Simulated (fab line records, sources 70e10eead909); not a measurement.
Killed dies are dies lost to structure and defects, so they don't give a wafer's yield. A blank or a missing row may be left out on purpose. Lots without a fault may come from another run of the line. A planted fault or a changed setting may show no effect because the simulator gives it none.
fab line records | flow nand_harc
record lots=5 wafers=15 last_day=32
route steps=1302 shown A_ONON_D1@430 A_CHANNEL_HOLE_D1@450
lots that met no fault: from a run of the same line without faults
start_h: hours from the record's first day to the start of the lot's first wafer shown | wait_h: hours since the lot's step before | " the same as in the row above | L1.1+2: a row that stands for several wafers | - no value, or no start given | * or withheld: withheld | < > ~ a bound
route shown NAME@n: a module of which the file shows steps, and the number in the route of the first | usual: mean/standard deviation of fault-free wafers | same: alike in all rows | chamber/n: place in a boat | sites: the reading at each site | _std_site: their standard deviation | _edge_site: outer sites' mean less inner sites' | radius_mm: how far each site lies from the wafer's centre | mask NAME#n: copy n | behind: the tool/chamber that last shaped the wafer | hold: why the lot was held/for how many hours/how that ended | device: the transistor (n, p or np) that didn't switch | end of line: the same wafers' tests at the end of the route | a step without rows: its recipe alone | killed: dies lost to structure and defects at the first sort, not the wafer's yield | map: a wafer's dies, x killed, . not, _ none there
set.NAME: the setting as run; set.NAME@STEP: as run at that earlier step | model.NAME: the simulator's own value behind a step, which no gauge read
lots at some steps of the route; a table a step, a row a wafer
services: from which hour (start_h, from the record's first day; less than 0 if before it) a tool's chamber was out of use, for how many hours, and why
## steps
# step NHARC_A_ONON_D1_DEP_09
# recipe target_thk_a=10000 n2_flow_sccm=2750 n2o_flow_sccm=2000 nh3_flow_sccm=500 sih4_flow_sccm=210 temp_c=400
# usual n2o_flow_sccm=1999/5.3
# columns lot.wafer tool chamber start_h wait_h n2o_flow_sccm
L081.2 pecvd_onon-02 0 244.85 0.1 2005
L081.4 " 0 " " 2001
L081.5 " 0 " " 2011
L083.2 pecvd_onon-03 0 259.90 0.1 2006
L083.3 " 0 " " 1992
L083.4 " 0 " " 2004
L084.4 pecvd_onon-04 0 269.02 0.2 1995
L084.5 " 0 " " 1999
L084.6 " 0 " " 1986
L088.1 pecvd_onon-04 0 303.79 0.1 2000
L088.2 " 0 " " 1996
L088.5 " 0 " " 1999
L092.1 pecvd_onon-03 0 346.12 0.1 2000
L092.5 " 0 " " 1993
L092.6 " 0 " " 1999
# step NHARC_A_ONON_D1_THK_MEAS_11
# recipe thk_meas_gauge=ellipsometry
# usual thk_nm=1003/11
# columns lot.wafer tool chamber start_h wait_h thk_nm
L081.2 film_metro-01 - 245.30 - 1009
L081.4 " - " " 1010
L081.5 " - " " 1010
L083.2 film_metro-01 - 260.35 - 979
L083.3 " - " " 981
L083.4 " - " " 982
L084.4 film_metro-02 - 269.37 - 1006
L084.5 " - " " 1007
L084.6 " - " " 1006
L088.1 film_metro-01 - 304.29 - 1015
L088.2 " - " " 1014
L088.5 " - " " 1014
L092.1 film_metro-01 - 346.63 - 977
L092.5 " - " " 978
L092.6 " - " " 977
# step NHARC_A_ONON_D1_DEP_12
# recipe target_thk_a=10000 n2_flow_sccm=2750 n2o_flow_sccm=2000 nh3_flow_sccm=500 sih4_flow_sccm=210 temp_c=400
# usual n2o_flow_sccm=2000/5.6
# columns lot.wafer tool chamber start_h wait_h n2o_flow_sccm
L081.2 pecvd_onon-03 0 245.41 0.1 2001
L081.4 " 0 " " 1997
L081.5 " 0 " " 1992
L083.2 pecvd_onon-02 0 260.48 0.1 1997
L083.3 " 0 " " 2009
L083.4 " 0 " " 1999
L084.4 pecvd_onon-03 0 269.60 0.2 2000
L084.5 " 0 " " 2003
L084.6 " 0 " " 2015
L088.1 pecvd_onon-04 0 304.35 0.1 2004
L088.2 " 0 " " 1997
L088.5 " 0 " " 2001
L092.1 pecvd_onon-04 0 346.69 0.1 1997
L092.5 " 0 " " 1998
L092.6 " 0 " " 1997
# step NHARC_A_ONON_D1_THK_MEAS_14
# recipe thk_meas_gauge=ellipsometry
# usual thk_nm=999/9.7
# columns lot.wafer tool chamber start_h wait_h thk_nm
L081.2 film_metro-01 - 245.87 - 1000
L081.4 " - " " 1001
L081.5 " - " " 1003
L083.2 film_metro-01 - 260.94 - 995
L083.3 " - " " 993
L083.4 " - " " 994
L084.4 film_metro-02 - 269.94 - 999
L084.5 " - " " 998
L084.6 " - " " 1002
L088.1 film_metro-01 - 304.86 - 1003
L088.2 " - " " 1002
L088.5 " - " " 1003
L092.1 film_metro-01 - 347.20 - 993
L092.5 " - " " 989
L092.6 " - " " 991
# step NHARC_A_ONON_D1_ANNEAL_15
# recipe temp_c=750 time_s=3600
# columns lot.wafer tool chamber start_h wait_h
L081.2+4+5 furnace-07 0 249.26 3.4
L083.2+3+4 furnace-07 0 268.30 7.4
L084.4+5+6 furnace-07 0 273.33 3.4
L088.1+2+5 furnace-06 0 310.12 5.3
L092.1+5+6 furnace-05 0 350.87 3.7
# step NHARC_A_ONON_D1_DEP_16
# recipe target_thk_a=10000 n2_flow_sccm=2750 n2o_flow_sccm=2000 nh3_flow_sccm=500 sih4_flow_sccm=210 temp_c=400
# usual n2o_flow_sccm=2001/5.9
# columns lot.wafer tool chamber start_h wait_h n2o_flow_sccm
L081.2 pecvd_onon-03 0 253.21 0.1 2003
L081.4 " 0 " " 2000
L081.5 " 0 " " 1996
L083.2 pecvd_onon-02 0 272.31 0.1 2007
L083.3 " 0 " " 2020
L083.4 " 0 " " 1995
L084.4 pecvd_onon-04 0 277.42 0.3 2001
L084.5 " 0 " " 2002
L084.6 " 0 " " 1995
L088.1 pecvd_onon-02 0 314.04 0.1 2004
L088.2 " 0 " " 2006
L088.5 " 0 " " 1996
L092.1 pecvd_onon-04 0 354.70 0.1 2004
L092.5 " 0 " " 2003
L092.6 " 0 " " 2006
# step NHARC_A_ONON_D1_THK_MEAS_18
# recipe thk_meas_gauge=ellipsometry
# usual thk_nm=1000/8.4
# columns lot.wafer tool chamber start_h wait_h thk_nm
L081.2 film_metro-01 - 253.66 - 1002
L081.4 " - " " 1003
L081.5 " - " " 1003
L083.2 film_metro-02 - 272.77 - 988
L083.3 " - " " 990
L083.4 " - " " 988
L084.4 film_metro-02 - 277.77 - 985
L084.5 " - " " 986
L084.6 " - " " 986
L088.1 film_metro-01 - 314.55 - 992
L088.2 " - " " 991
L088.5 " - " " 993
L092.1 film_metro-02 - 355.21 - 1000
L092.5 " - " " 1000
L092.6 " - " " 1000
# step NHARC_A_ONON_D1_DEP_19
# recipe target_thk_a=10000 n2_flow_sccm=2750 n2o_flow_sccm=2000 nh3_flow_sccm=500 sih4_flow_sccm=210 temp_c=400
# usual n2o_flow_sccm=2000/6
# columns lot.wafer tool chamber start_h wait_h n2o_flow_sccm
L081.2 pecvd_onon-04 0 253.77 0.1 2009
L081.4 " 0 " " 2006
L081.5 " 0 " " 2014
L083.2 pecvd_onon-04 0 272.88 0.1 2008
L083.3 " 0 " " 2005
L083.4 " 0 " " 1996
L084.4 pecvd_onon-04 0 278.00 0.2 2006
L084.5 " 0 " " 2009
L084.6 " 0 " " 1992
L088.1 pecvd_onon-03 0 314.64 0.1 2006
L088.2 " 0 " " 1988
L088.5 " 0 " " 1988
L092.1 pecvd_onon-03 0 355.26 0.1 2002
L092.5 " 0 " " 1998
L092.6 " 0 " " 2002
# step NHARC_A_ONON_D1_THK_MEAS_21
# recipe thk_meas_gauge=ellipsometry
# usual thk_nm=1004/9.8
# columns lot.wafer tool chamber start_h wait_h thk_nm
L081.2 film_metro-02 - 254.23 - 1005
L081.4 " - " " 1005
L081.5 " - " " 1004
L083.2 film_metro-01 - 273.33 - 1016
L083.3 " - " " 1018
L083.4 " - " " 1016
L084.4 film_metro-01 - 278.34 - 1001
L084.5 " - " " 1000
L084.6 " - " " 1002
L088.1 film_metro-01 - 315.15 - 992
L088.2 " - " " 991
L088.5 " - " " 992
L092.1 film_metro-01 - 355.79 - 1003
L092.5 " - " " 1002
L092.6 " - " " 1003
# step NHARC_A_ONON_D1_DEP_22
# recipe target_thk_a=10000 n2_flow_sccm=2750 n2o_flow_sccm=2000 nh3_flow_sccm=500 sih4_flow_sccm=210 temp_c=400
# usual n2o_flow_sccm=2001/5.8
# columns lot.wafer tool chamber start_h wait_h n2o_flow_sccm
L081.2 pecvd_onon-02 0 254.35 0.1 1998
L081.4 " 0 " " 2003
L081.5 " 0 " " 2005
L083.2 pecvd_onon-03 0 273.45 0.1 1997
L083.3 " 0 " " 1997
L083.4 " 0 " " 1999
L084.4 pecvd_onon-04 0 278.57 0.2 1998
L084.5 " 0 " " 1993
L084.6 " 0 " " 1995
L088.1 pecvd_onon-02 0 315.21 0.1 2002
L088.2 " 0 " " 2002
L088.5 " 0 " " 1998
L092.1 pecvd_onon-02 0 355.85 0.1 1994
L092.5 " 0 " " 1999
L092.6 " 0 " " 2001
# step NHARC_A_ONON_D1_THK_MEAS_24
# recipe thk_meas_gauge=ellipsometry
# usual thk_nm=1002/11
# columns lot.wafer tool chamber start_h wait_h thk_nm
L081.2 film_metro-02 - 254.80 - 999
L081.4 " - " " 999
L081.5 " - " " 1001
L083.2 film_metro-02 - 273.90 - 989
L083.3 " - " " 988
L083.4 " - " " 987
L084.4 film_metro-01 - 278.90 - 991
L084.5 " - " " 992
L084.6 " - " " 991
L088.1 film_metro-01 - 315.72 - 999
L088.2 " - " " 1003
L088.5 " - " " 999
L092.1 film_metro-01 - 356.36 - 1002
L092.5 " - " " 1002
L092.6 " - " " 1000
# step NHARC_A_ONON_D1_DEP_25
# recipe target_thk_a=10000 n2_flow_sccm=2750 n2o_flow_sccm=2000 nh3_flow_sccm=500 sih4_flow_sccm=210 temp_c=400
# usual n2o_flow_sccm=2000/6
# columns lot.wafer tool chamber start_h wait_h n2o_flow_sccm
L081.2 pecvd_onon-03 0 254.91 0.1 2005
L081.4 " 0 " " 2007
L081.5 " 0 " " 1994
L083.2 pecvd_onon-02 0 274.02 0.1 2012
L083.3 " 0 " " 2012
L083.4 " 0 " " 2018
L084.4 pecvd_onon-04 0 279.13 0.2 1999
L084.5 " 0 " " 2000
L084.6 " 0 " " 2001
L088.1 pecvd_onon-02 0 315.77 0.1 2007
L088.2 " 0 " " 2006
L088.5 " 0 " " 2012
L092.1 pecvd_onon-04 0 356.42 0.1 2005
L092.5 " 0 " " 1992
L092.6 " 0 " " 1999
# step NHARC_A_ONON_D1_THK_MEAS_27
# recipe thk_meas_gauge=ellipsometry
# usual thk_nm=996/8.2
# columns lot.wafer tool chamber start_h wait_h thk_nm
L081.2 film_metro-02 - 255.37 - 984
L081.4 " - " " 985
L081.5 " - " " 983
L083.2 film_metro-01 - 274.47 - 992
L083.3 " - " " 991
L083.4 " - " " 992
L084.4 film_metro-02 - 279.50 - 992
L084.5 " - " " 993
L084.6 " - " " 991
L088.1 film_metro-01 - 316.29 - 1001
L088.2 " - " " 1003
L088.5 " - " " 1002
L092.1 film_metro-01 - 356.93 - 989
L092.5 " - " " 989
L092.6 " - " " 989
# step NHARC_A_ONON_D1_DEP_28
# recipe target_thk_a=10000 n2_flow_sccm=2750 n2o_flow_sccm=2000 nh3_flow_sccm=500 sih4_flow_sccm=210 temp_c=400
# usual n2o_flow_sccm=2002/5.7
# columns lot.wafer tool chamber start_h wait_h n2o_flow_sccm
L081.2 pecvd_onon-04 0 255.48 0.1 1993
L081.4 " 0 " " 2001
L081.5 " 0 " " 2006
L083.2 pecvd_onon-04 0 274.62 0.2 1997
L083.3 " 0 " " 2003
L083.4 " 0 " " 2004
L084.4 pecvd_onon-03 0 279.72 0.2 1995
L084.5 " 0 " " 2002
L084.6 " 0 " " 2000
L088.1 pecvd_onon-02 0 316.35 0.1 1996
L088.2 " 0 " " 2013
L088.5 " 0 " " 2006
L092.1 pecvd_onon-03 0 356.99 0.1 1990
L092.5 " 0 " " 2004
L092.6 " 0 " " 2007
# step NHARC_A_ONON_D1_THK_MEAS_30
# recipe thk_meas_gauge=ellipsometry
# usual thk_nm=1003/9.7
# columns lot.wafer tool chamber start_h wait_h thk_nm
L081.2 film_metro-02 - 255.94 - 996
L081.4 " - " " 998
L081.5 " - " " 996
L083.2 film_metro-01 - 275.07 - 1001
L083.3 " - " " 1002
L083.4 " - " " 1003
L084.4 film_metro-02 - 280.06 - 1014
L084.5 " - " " 1012
L084.6 " - " " 1012
L088.1 film_metro-02 - 316.86 - 986
L088.2 " - " " 989
L088.5 " - " " 986
L092.1 film_metro-02 - 357.50 - 1006
L092.5 " - " " 1008
L092.6 " - " " 1008
# step NHARC_A_ONON_D1_DEP_33
# recipe target_thk_a=2000 temp_c=400 pressure_torr=6.5 rf_w=900 teos_flow_sccm=161.4 flow_sccm=2650 target_thk_nm=200 gas=O2 material=SiO2
# usual heater_power_w=563/83 throttle_valve_pct=16.3/0.48
# columns lot.wafer tool chamber start_h wait_h heater_power_w throttle_valve_pct
L081.2 pecvd-03 2 256.04 0.1 489 15.6
L081.5 " 1 " " 493 16.0
L081.4 " 0 " " 601 16.4
L083.2 pecvd-01 0 275.17 0.1 672 15.8
L083.3 " 1 " " 665 16.5
L083.4 " 2 " " 545 16.8
L084.4 pecvd-01 1 280.25 0.2 606 17.0
L084.5 " 2 " " 581 16.5
L084.6 " 0 " " 649 15.5
L088.1 pecvd-02 1 316.91 0.1 471 15.8
L088.2 " 0 " " 559 16.0
L088.5 " 2 " " 573 16.3
L092.1 pecvd-03 1 357.65 0.1 456 16.1
L092.5 " 0 " " 538 16.4
L092.6 " 1 " " 466 16.4
# step NHARC_A_ONON_D1_THK_MEAS_34
# recipe thk_meas_gauge=ellipsometry
# usual thk_nm=199/3.1
# columns lot.wafer tool chamber start_h wait_h thk_nm
L081.2 film_metro-01 - 256.43 - 197
L081.4 " - " " 203
L081.5 " - " " 202
L083.2 film_metro-01 - 275.55 - 199
L083.3 " - " " 204
L083.4 " - " " 200
L084.4 film_metro-01 - 280.53 - 202
L084.5 " - " " 199
L084.6 " - " " 199
L088.1 film_metro-02 - 317.33 - 196
L088.2 " - " " 197
L088.5 " - " " 200
L092.1 film_metro-02 - 357.97 - 196
L092.5 " - " " 200
L092.6 " - " " 198
# step NHARC_A_ONON_D1_INSPECT_32
# usual raw_defect_count=72/23
# columns lot.wafer tool chamber start_h wait_h raw_defect_count
L081.2 defect_inspect-02 - 256.52 0.0 61
L081.4 " - " " 40
L081.5 " - " " 39
L083.2 defect_inspect-01 - 275.61 0.0 50
L083.3 " - " " 74
L083.4 " - " " 74
L084.4 defect_inspect-02 - 280.62 0.0 83
L084.5 " - " " 97
L084.6 " - " " 53
L088.1 defect_inspect-01 - 317.39 0.0 52
L088.2 " - " " 68
L088.5 " - " " 79
L092.1 defect_inspect-02 - 358.03 0.0 77
L092.5 " - " " 67
L092.6 " - " " 44
# step NHARC_A_CHANNEL_HOLE_D1_DEP_00
# recipe target_thk_a=31000 temp_c=400 material=aC
# usual throttle_valve_pct=35.000/0.0088
# columns lot.wafer tool chamber start_h wait_h throttle_valve_pct
L081.2 acl_dep-03 0 256.91 0.4 34.999
L081.4 " 0 " " 34.999
L081.5 " 0 " " 35.011
L083.2 acl_dep-01 0 277.37 1.8 34.995
L083.3 " 0 " " 35.008
L083.4 " 0 " " 35.009
L084.4 acl_dep-02 0 281.75 1.1 35.000
L084.5 " 0 " " 35.000
L084.6 " 0 " " 34.999
L088.1 acl_dep-02 0 324.49 7.1 34.990
L088.2 " 0 " " 35.010
L088.5 " 0 " " 34.997
L092.1 acl_dep-02 0 361.65 3.6 34.994
L092.5 " 0 362.91 4.9 35.001
L092.6 " 0 " " 34.992
# step NHARC_A_CHANNEL_HOLE_D1_DEP_01
# recipe target_thk_a=1400 target_thk_nm=140 temp_c=400 pressure_torr=3.5 flow_sccm=200 rf_w=350 material=SiON
# usual heater_power_w=713/73
# columns lot.wafer tool chamber start_h wait_h heater_power_w
L081.2 pecvd-04 1 258.55 1.3 739
L081.5 " 0 " " 644
L081.4 " 1 " " 758
L083.3 pecvd-03 0 278.97 1.0 838
L083.2 " 2 " " 681
L083.4 " 0 " " 664
L084.6 pecvd-02 0 282.79 0.1 741
L084.4 " 1 " " 547
L084.5 " 2 " " 751
L088.2 pecvd-03 2 326.41 1.3 592
L088.1 " 1 " " 760
L088.5 " 1 " " 757
L092.1 pecvd-02 1 363.56 1.6 663
L092.5 " 1 " " 680
L092.6 " 0 " " 730
# step NHARC_A_CHANNEL_HOLE_D1_DEHYDRATE_02
# recipe temp_c=150 time_s=120
# usual chill_plate_temp_C=23.01/0.11
# columns lot.wafer tool chamber start_h wait_h chill_plate_temp_C
L081.2 litho_track-06 0 258.79 0.2 23.07
L081.4 " 0 " " 23.09
L081.5 " 0 " " 23.04
L083.2 litho_track-04 0 279.24 0.2 22.98
L083.3 " 0 " " 22.87
L083.4 " 0 " " 22.91
L084.4 litho_track-04 0 282.98 0.1 22.81
L084.5 " 0 " " 22.94
L084.6 " 0 " " 23.00
L088.1 litho_track-01 0 326.68 0.2 23.10
L088.2 " 0 " " 23.07
L088.5 " 0 " " 23.00
L092.1 litho_track-06 0 363.83 0.2 22.97
L092.5 " 0 " " 23.11
L092.6 " 0 " " 23.04
# step NHARC_A_CHANNEL_HOLE_D1_HMDS_03
# recipe time_s=30
# usual chill_plate_temp_C=22.99/0.11
# columns lot.wafer tool chamber start_h wait_h chill_plate_temp_C
L081.2 litho_track-06 0 - - 22.92
L081.4 " 0 " " 23.00
L081.5 " 0 " " 22.85
L083.2 litho_track-04 0 - - 22.85
L083.3 " 0 " " 22.99
L083.4 " 0 " " 23.11
L084.4 litho_track-04 0 - - 23.02
L084.5 " 0 " " 23.05
L084.6 " 0 " " 23.03
L088.1 litho_track-01 0 - - 23.02
L088.2 " 0 " " 22.97
L088.5 " 0 " " 23.02
L092.1 litho_track-06 0 - - 22.85
L092.5 " 0 " " 22.93
L092.6 " 0 " " 22.97
# step NHARC_A_CHANNEL_HOLE_D1_COAT_36
# recipe temp_c=260 time_s=75
# usual chill_plate_temp_C=23.00/0.12
# columns lot.wafer tool chamber start_h wait_h chill_plate_temp_C
L081.2 litho_track-06 0 - - 23.18
L081.4 " 0 " " 23.05
L081.5 " 0 " " 23.15
L083.2 litho_track-04 0 - - 22.92
L083.3 " 0 " " 23.09
L083.4 " 0 " " 23.07
L084.4 litho_track-04 0 - - 22.93
L084.5 " 0 " " 22.93
L084.6 " 0 " " 22.90
L088.1 litho_track-01 0 - - 23.05
L088.2 " 0 " " 22.94
L088.5 " 0 " " 23.01
L092.1 litho_track-06 0 - - 23.03
L092.5 " 0 " " 23.08
L092.6 " 0 " " 23.13
# step NHARC_A_CHANNEL_HOLE_D1_COAT_37
# recipe temp_c=225 time_s=65
# usual chill_plate_temp_C=23.00/0.093
# columns lot.wafer tool chamber start_h wait_h chill_plate_temp_C
L081.2 litho_track-06 0 - - 23.06
L081.4 " 0 " " 22.97
L081.5 " 0 " " 22.92
L083.2 litho_track-04 0 - - 23.11
L083.3 " 0 " " 23.05
L083.4 " 0 " " 23.03
L084.4 litho_track-04 0 - - 23.03
L084.5 " 0 " " 23.05
L084.6 " 0 " " 22.97
L088.1 litho_track-01 0 - - 22.97
L088.2 " 0 " " 23.03
L088.5 " 0 " " 23.04
L092.1 litho_track-06 0 - - 22.92
L092.5 " 0 " " 22.88
L092.6 " 0 " " 23.20
# step NHARC_A_CHANNEL_HOLE_D1_COAT_04
# recipe spin_rpm=1500 resist_thk_nm=90
# usual chill_plate_temp_C=23.01/0.11
# columns lot.wafer tool chamber start_h wait_h chill_plate_temp_C
L081.2 litho_track-06 0 - - 23.02
L081.4 " 0 " " 23.02
L081.5 " 0 " " 23.00
L083.2 litho_track-04 0 - - 22.96
L083.3 " 0 " " 23.11
L083.4 " 0 " " 23.02
L084.4 litho_track-04 0 - - 23.08
L084.5 " 0 " " 23.11
L084.6 " 0 " " 22.98
L088.1 litho_track-01 0 - - 22.84
L088.2 " 0 " " 22.88
L088.5 " 0 " " 22.93
L092.1 litho_track-06 0 - - 22.90
L092.5 " 0 " " 22.99
L092.6 " 0 " " 23.08
# step NHARC_A_CHANNEL_HOLE_D1_SOFTBAKE_05
# recipe temp_c=105 time_s=55
# usual chill_plate_temp_C=22.99/0.11
# columns lot.wafer tool chamber start_h wait_h chill_plate_temp_C
L081.2 litho_track-06 0 - - 23.04
L081.4 " 0 " " 22.93
L081.5 " 0 " " 23.04
L083.2 litho_track-04 0 - - 23.04
L083.3 " 0 " " 23.08
L083.4 " 0 " " 22.97
L084.4 litho_track-04 0 - - 23.15
L084.5 " 0 " " 22.94
L084.6 " 0 " " 23.02
L088.1 litho_track-01 0 - - 22.90
L088.2 " 0 " " 23.09
L088.5 " 0 " " 22.76
L092.1 litho_track-06 0 - - 22.99
L092.5 " 0 " " 22.94
L092.6 " 0 " " 22.91
# step NHARC_A_CHANNEL_HOLE_D1_EBR_06
# usual chill_plate_temp_C=22.99/0.11
# columns lot.wafer tool chamber start_h wait_h chill_plate_temp_C
L081.2 litho_track-06 0 - - 23.08
L081.4 " 0 " " 23.33
L081.5 " 0 " " 23.08
L083.2 litho_track-04 0 - - 22.85
L083.3 " 0 " " 22.94
L083.4 " 0 " " 22.97
L084.4 litho_track-04 0 - - 22.78
L084.5 " 0 " " 22.94
L084.6 " 0 " " 22.83
L088.1 litho_track-01 0 - - 23.13
L088.2 " 0 " " 22.78
L088.5 " 0 " " 22.94
L092.1 litho_track-06 0 - - 23.04
L092.5 " 0 " " 23.06
L092.6 " 0 " " 23.03
# step NHARC_A_CHANNEL_HOLE_D1_EXPOSE_07
# recipe na=1.35 target_cd_nm=100 sigma_outer=0.3 dose_mj=59.65 mask_id=HOLE_D1
# columns lot.wafer tool chamber start_h wait_h mask
L081.2+4+5 arfi_scanner-02 0 259.12 - HOLE_D1#0
L083.2+3+4 arfi_scanner-01 0 279.56 - HOLE_D1#0
L084.4+5+6 arfi_scanner-03 0 283.30 - HOLE_D1#0
L088.1+2+5 arfi_scanner-03 0 326.99 - HOLE_D1#0
L092.1+5+6 arfi_scanner-01 0 364.02 - HOLE_D1#0
# step NHARC_A_CHANNEL_HOLE_D1_PEB_08
# recipe peb_temp_c=100 peb_time_s=65
# usual chill_plate_temp_C=23.00/0.1
# same peb_time_s=65
# columns lot.wafer tool chamber start_h wait_h chill_plate_temp_C
L081.2 litho_track-06 0 259.18 0.1 22.89
L081.4 " 0 " " 22.96
L081.5 " 0 " " 23.03
L083.2 litho_track-01 0 279.61 0.1 23.15
L083.3 " 0 " " 23.17
L083.4 " 0 " " 22.96
L084.4 litho_track-06 0 283.35 0.0 23.12
L084.5 " 0 " " 23.10
L084.6 " 0 " " 22.97
L088.1 litho_track-04 0 327.05 0.1 22.83
L088.2 " 0 " " 22.86
L088.5 " 0 " " 22.78
L092.1 litho_track-04 0 364.08 0.1 23.14
L092.5 " 0 " " 23.05
L092.6 " 0 " " 23.00
# step NHARC_A_CHANNEL_HOLE_D1_DEVELOP_09
# recipe develop_time_s=35 dev_temp_c=23
# usual chill_plate_temp_C=23.02/0.1
# columns lot.wafer tool chamber start_h wait_h chill_plate_temp_C
L081.2 litho_track-06 0 - - 23.16
L081.4 " 0 " " 23.08
L081.5 " 0 " " 22.93
L083.2 litho_track-01 0 - - 22.88
L083.3 " 0 " " 23.00
L083.4 " 0 " " 23.05
L084.4 litho_track-06 0 - - 22.99
L084.5 " 0 " " 23.02
L084.6 " 0 " " 23.06
L088.1 litho_track-04 0 - - 23.07
L088.2 " 0 " " 23.17
L088.5 " 0 " " 23.10
L092.1 litho_track-04 0 - - 23.04
L092.5 " 0 " " 23.02
L092.6 " 0 " " 23.05
# step NHARC_A_CHANNEL_HOLE_D1_CD_MEAS_10
# recipe target_cd_nm=100 landing_energy_ev=500
# usual cd_nm=99.8/0.52
# columns lot.wafer tool chamber start_h wait_h cd_nm
L081.2 cd_sem-02 0 259.26 - 99.1
L081.4 " 0 " " 100.6
L081.5 " 0 " " 100.1
L083.2 cd_sem-02 0 279.69 - 99.0
L083.3 " 0 " " 98.9
L083.4 " 0 " " 98.8
L084.4 cd_sem-01 0 283.44 - 99.8
L084.5 " 0 " " 99.5
L084.6 " 0 " " 99.2
L088.1 cd_sem-03 0 327.13 - 100.2
L088.2 " 0 " " 99.9
L088.5 " 0 " " 99.6
L092.1 cd_sem-02 0 364.16 - 99.9
L092.5 " 0 " " 100.3
L092.6 " 0 " " 100.5
# step NHARC_A_CHANNEL_HOLE_D1_OVL_MEAS_11
# usual overlay_x_nm=0.0/0.83 overlay_y_nm=-0.2/0.71
# columns lot.wafer tool chamber start_h wait_h overlay_x_nm overlay_y_nm
L081.2 overlay-01 - 259.35 - -0.1 -1.3
L081.4 " - " " -0.1 -1.4
L081.5 " - " " -0.2 -1.6
L083.2 overlay-01 - 279.78 - -0.1 0.2
L083.3 " - " " 0.2 -0.3
L083.4 " - " " -0.2 -0.6
L084.4 overlay-01 - 283.52 - -0.2 0.9
L084.5 " - " " -0.3 -0.1
L084.6 " - " " 0.0 0.0
L088.1 overlay-01 - 327.21 - 0.5 -0.9
L088.2 " - " " -0.1 -1.5
L088.5 " - " " -0.4 -0.7
L092.1 overlay-02 - 364.24 - 0.3 0.8
L092.5 " - " " 0.5 0.6
L092.6 " - " " 0.3 0.6
# step NHARC_A_CHANNEL_HOLE_D1_INSPECT_12
# usual raw_defect_count=5.9/2.8
# columns lot.wafer tool chamber start_h wait_h raw_defect_count
L081.2 defect_inspect-01 - 259.40 0.1 5
L081.4 " - " " 3
L081.5 " - " " 6
L083.2 defect_inspect-02 - 279.81 0.0 8
L083.3 " - " " 6
L083.4 " - " " 2
L084.4 defect_inspect-01 - 283.56 0.0 5
L084.5 " - " " 2
L084.6 " - " " 7
L088.1 defect_inspect-01 - 327.25 0.0 8
L088.2 " - " " 5
L088.5 " - " " 8
L092.1 defect_inspect-01 - 364.28 0.0 6
L092.5 " - " " 4
L092.6 " - " " 2
# step NHARC_A_CHANNEL_HOLE_D1_DESCUM_15
# recipe time_s=3 o2_flow_sccm=200 ar_flow_sccm=0 bias_power_w=0 chemistry=O2
# usual drypump_motor_current_A=5.64/0.28 oes_product_au=1.001/0.01 rf_vpp_V=57.7/1 showerhead_plenum_p_Torr=1.90/0.094 throttle_valve_pct=11.311/0.0085
# columns lot.wafer tool chamber start_h wait_h drypump_motor_current_A oes_product_au rf_hours_counter_h rf_vpp_V showerhead_plenum_p_Torr throttle_valve_pct
L081.2 rie_diel-04 1 259.48 0.1 5.49 1.006 23 55.8 1.89 11.311
L081.4 " 2 " " 6.13 1.022 23 57.9 1.86 11.312
L081.5 " 0 " " 5.11 0.998 - 57.2 2.05 11.320
L083.3 rie_diel-12 2 279.91 0.1 5.64 1.005 0 58.1 1.86 11.307
L083.4 " 3 " " 5.84 0.989 0 59.4 2.01 11.315
L083.2 " 1 " " 5.70 1.013 0 58.3 1.77 11.306
L084.4 rie_diel-12 0 283.61 0.1 5.42 0.992 1 56.0 2.00 11.318
L084.5 " 0 " " 5.44 0.997 - 58.8 2.00 11.303
L084.6 " 1 " " 5.73 1.005 - 58.9 1.77 11.309
L088.2 rie_diel-12 0 327.31 0.1 5.36 1.006 4 57.8 2.00 11.315
L088.1 " 2 " " 5.66 1.010 5 57.5 1.86 11.300
L088.5 " 1 " " 5.70 1.009 - 57.0 1.77 11.314
L092.1 rie_diel-12 1 364.34 0.1 5.68 1.018 8 57.4 1.77 11.313
L092.5 " 1 " " 5.71 1.021 - 57.8 1.77 11.304
L092.6 " 2 " " 5.66 1.010 - 56.7 1.86 11.314
# step NHARC_A_CHANNEL_HOLE_D1_ETCH_38
# recipe target_depth_a=390 over_etch_frac=0.3 time_s=65 ion_energy_ev=80 cf4_flow_sccm=150 ar_flow_sccm=0 rf_w=300 bias_w=100 chemistry=CF4
# usual drypump_motor_current_A=5.63/0.27 oes_product_au=1.003/0.0088 rf_vpp_V=151.1/1.3 showerhead_plenum_p_Torr=1.76/0.081 throttle_valve_pct=13.283/0.0098
# columns lot.wafer tool chamber start_h wait_h drypump_motor_current_A oes_product_au rf_hours_counter_h rf_vpp_V showerhead_plenum_p_Torr throttle_valve_pct
L081.2 rie_diel-04 1 259.55 0.1 5.47 1.003 23 150.1 1.75 13.285
L081.4 " 2 " " 6.10 1.014 23 151.4 1.72 13.277
L081.5 " 2 " " 6.07 1.016 - 151.1 1.72 13.283
L083.3 rie_diel-12 3 280.00 0.1 5.82 0.995 0 152.6 1.85 13.288
L083.4 " 0 " " 5.42 1.007 0 152.4 1.84 13.277
L083.2 " 1 " " 5.71 1.018 0 148.8 1.65 13.277
L084.4 rie_diel-12 3 283.70 0.1 5.84 0.993 0 151.4 1.85 13.288
L084.6 " 3 " " 5.85 0.998 - 151.1 1.85 13.277
L084.5 " 0 " " 5.39 1.000 - 151.6 1.84 13.283
L088.1 rie_diel-12 3 327.40 0.1 5.83 0.999 5 153.5 1.85 13.302
L088.2 " 0 " " 5.36 1.000 4 151.6 1.84 13.286
L088.5 " 2 " " 5.64 1.007 - 150.0 1.72 13.291
L092.1 rie_diel-12 0 364.44 0.1 5.40 1.004 7 153.2 1.84 13.279
L092.6 " 2 " " 5.68 1.006 - 151.8 1.72 13.280
L092.5 " 3 " " 5.86 0.996 - 152.6 1.85 13.293
## services
# columns tool chamber start_h hours kind
pecvd_onon-03 - 227.00 13.0 pm
pecvd-02 - 227.18 13.0 pm
acl_dep-02 - 244.83 13.0 pm
arfi_scanner-01 - 246.14 15.9 repair
pecvd-02 2 258.34 4.6 repair
rie_diel-04 2 263.66 9.2 repair
pecvd-02 - 264.57 0.8 repair
pecvd-01 - 264.74 2.4 repair
acl_dep-03 - 267.13 5.3 repair
rie_diel-12 - 268.43 9.0 pm
pecvd_onon-02 - 276.34 5.0 repair
pecvd-04 - 284.95 13.0 pm
rie_diel-12 0 289.24 6.7 repair
arfi_scanner-03 - 290.86 3.0 repair
arfi_scanner-03 - 294.92 0.6 repair
pecvd-03 - 297.08 0.4 repair
pecvd_onon-04 - 311.18 13.0 pm
pecvd-03 0 317.86 3.1 repair
pecvd-01 - 323.07 13.0 pm
litho_track-01 - 330.00 7.0 pm
rie_diel-04 - 343.48 0.7 repair
rie_diel-12 3 346.41 17.2 repair
litho_track-06 - 354.00 7.0 pm
rie_diel-04 - 354.92 9.0 pm
## key
fault none
